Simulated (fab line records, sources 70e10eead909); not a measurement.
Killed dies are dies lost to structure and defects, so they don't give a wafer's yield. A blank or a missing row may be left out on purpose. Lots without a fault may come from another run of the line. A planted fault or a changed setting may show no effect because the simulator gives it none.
Problem report in the 8D (eight disciplines) form, filled by code | flow nand_harc | the parts of the form that need people (team, actions taken, sign-off) are left out

1. THE PROBLEM
killed_at_array at NHARC_END_SORT_01 reads a mean of 101 on 1 wafer of 1 lot; wafers without a fault read 25 with a standard deviation of 9.2. That is +8.3 standard deviations from the usual mean.
First seen on wafer L366.6, day 23 19:56, on prober-01. The record holds 6 wafers of 2 lots with a number at this step. Rule for "out", or "out of limits": more than 4 standard deviations from the usual mean. The other wafers with a number count as sound.

2. WHAT IT IS AND WHAT IT IS NOT
question                    | is                           | is not
which readings at this step | killed_at_array, killed_dies | killed_at_other, killed_at_periphery, killed_open, killed_short
which lots                  | L366                         | L367
which wafers of those lots  | L366.6                       | L366.1, L366.5
read on which gauges        | prober-01                    | -
when                        | from day 23 19:56            | up to then (2 sound wafers); but 3 sound wafers of L367 came after

3. SUSPECTS, AND WHAT RULES EACH OUT
Counting: a tool at a process step up to the reading stays a suspect if it ran every lot that is out. Sound lots after the first of them don't rule it out here, since some wafers of a struck lot are sound.
- the gauge at NHARC_END_SORT_01: kept. All the wafers that are out were read on prober-01, and no step on other tools shows them out.
- rie_diel-01 at NHARC_A_CONTACT_STRIP_55 (strips in O2): kept. It ran the lot that is out, L366 (day 20 17:08).
- plasma_asher-02 at NHARC_THIN_TSV_STRIP_56 (strips in O2): kept. It ran the lot that is out, L366 (day 23 03:04).
- Within rie_diel-01 at NHARC_A_CONTACT_STRIP_55: the wafers that are out ran in chamber 2; their sound lot-mates ran in chambers 0, 3.
- Within plasma_asher-02 at NHARC_THIN_TSV_STRIP_56: the wafers that are out ran in chamber 1; their sound lot-mates ran in chamber 0.
Left after counting: rie_diel-01 at NHARC_A_CONTACT_STRIP_55, plasma_asher-02 at NHARC_THIN_TSV_STRIP_56, prober-01 at NHARC_END_SORT_01.

4. THE CAUSE (what the simulator had put in)
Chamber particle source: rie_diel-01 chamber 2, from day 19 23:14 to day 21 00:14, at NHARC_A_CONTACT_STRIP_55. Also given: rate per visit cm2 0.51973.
Counting left 3 suspects, and this tool is among them.

5. THE CHAIN OF EFFECTS, in route order
Each row: a reading whose mean over the struck wafers that have a number lies more than 3 standard deviations from the usual. Only readings for which the record gives a usual standard deviation are gone through. hours: the time from each lot's start at the first step in this table that gives one to its start at this step, as a median over the lots. sigmas: the change in usual standard deviations.
hours | step              | reading         | usual | on struck wafers | change | sigmas
0     | NHARC_END_SORT_01 | killed_at_array | 25    | 101              | +76    | +8.3
0     | NHARC_END_SORT_01 | killed_dies     | 30    | 101              | +71    | +7.3

6. WHAT WOULD HAVE CAUGHT IT SOONER
In this record the first reading out of limits at a measuring or inspecting step was taken at day 23 19:56, 93 hours after the fault began at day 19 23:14.
Of the tool readings at NHARC_A_CONTACT_STRIP_55 for which the record gives a usual standard deviation, none was out on any struck wafer, so an alarm limit of 4 standard deviations on them would not have fired.
All the lots that are out (1) had begun NHARC_A_CONTACT_STRIP_55 on rie_diel-01 by day 23 19:56. A hold on the tool at that time would have spared none of them.
